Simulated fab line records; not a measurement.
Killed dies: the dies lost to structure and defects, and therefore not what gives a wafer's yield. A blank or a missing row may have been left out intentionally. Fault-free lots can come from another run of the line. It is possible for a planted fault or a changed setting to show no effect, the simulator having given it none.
Code-filled problem report in 8D (eight disciplines) form :: flow nandHarc :: the parts of the form that need people (team, actions taken, sign-off) are left out

== 1. PROBLEM STATEMENT ==
At NHARC_P_GATE_INSPECT_28, rawDefectCount averages 922 over 6 wafers from 2 lots, while fault-free wafers read 6, standard deviation 3.3. That is +99 or more standard deviations from the usual mean.
Earliest sighting: wafer L619.1 on defectInspect-01 at day 9 15:53. At this step, 18 wafers from 6 lots have a number in the record. Rule for "out", or "out of limits": more than 4 standard deviations from the usual mean. The other wafers with a number count as sound.

== 2. WHAT IT IS; WHAT IT IS NOT ==
question: which readings at this step
is: rawDefectCount
is not: -

question: which lots
is: L619, L620
is not: L609, L627, L629, L630

question: which wafers of those lots
is: all that have a number
is not: -

question: read on which gauges
is: defectInspect-01, defectInspect-02
is not: -

question: when
is: from day 9 15:53
is not: up to then (3 sound wafers); but 9 sound wafers of L627, L629, L630 came after

== 3. SUSPECTS, AND WHAT RULES EACH OUT ==
Counting: a tool at a process step up to the reading stays a suspect if it ran every lot that is out and no sound lot after the first of them.
- the gauge at NHARC_P_GATE_INSPECT_28 has been ruled out. Those wafers that are out were read across 2 gauges (defectInspect-01, defectInspect-02).
- furnace-08 at NHARC_P_GATE_OXIDE_16 (material SiO2, target thk 3 nm, ox time 392 s): ruled out as a lasting fault. The sound lots L630 went through it after L619, its earliest lot that is out (day 9 05:38).
Left after counting: nothing in the record.

== 4. THE CAUSE (what the simulator had put in) ==
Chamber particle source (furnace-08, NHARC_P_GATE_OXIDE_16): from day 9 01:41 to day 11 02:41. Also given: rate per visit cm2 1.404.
It was ruled out by counting, in error; the rule expects a fault to strike all lots run on its tool from its start on, and this fault did not.

== 5. THE CHAIN OF EFFECTS, in route order ==
Each row: a reading where the mean over the struck wafers with a number is more than 3 standard deviations away from the usual. Only readings whose record carries a usual standard deviation are examined. hours: median over the lots of the time between each lot's start at the first step of this table that gives one and its start at this step. sigmas: the change, counted in usual standard deviations.
hours: 0
step: NHARC_P_GATE_INSPECT_28
reading: rawDefectCount
usual: 6
on struck wafers: 922
change: +916
sigmas: +99 or more

hours: 20
step: NHARC_P_GATE_INSPECT_68
reading: rawDefectCount
usual: 195
on struck wafers: 1094
change: +899
sigmas: +9.7

hours: 462
step: NHARC_END_SORT_01
reading: killedAtPeriphery
usual: 3.9
on struck wafers: 480.8
change: +476.9
sigmas: +99 or more

hours: 462
step: NHARC_END_SORT_01
reading: killedDies
usual: 57
on struck wafers: 512
change: +456
sigmas: +28
Later measuring or inspecting steps at which every struck wafer that the step has a row for has a number for every such reading, and none has moved that far: NHARC_P_GATE_CD_MEAS_33.

== 6. WHAT WOULD HAVE CAUGHT IT SOONER ==
In this record the first reading out of limits at a measuring or inspecting step was taken at day 9 15:53, 14 hours after the fault began at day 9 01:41.
Tool readings at NHARC_P_GATE_OXIDE_16 with a usual standard deviation given in the record: none out on any struck wafer, hence no alarm at a limit of 4 standard deviations on them.
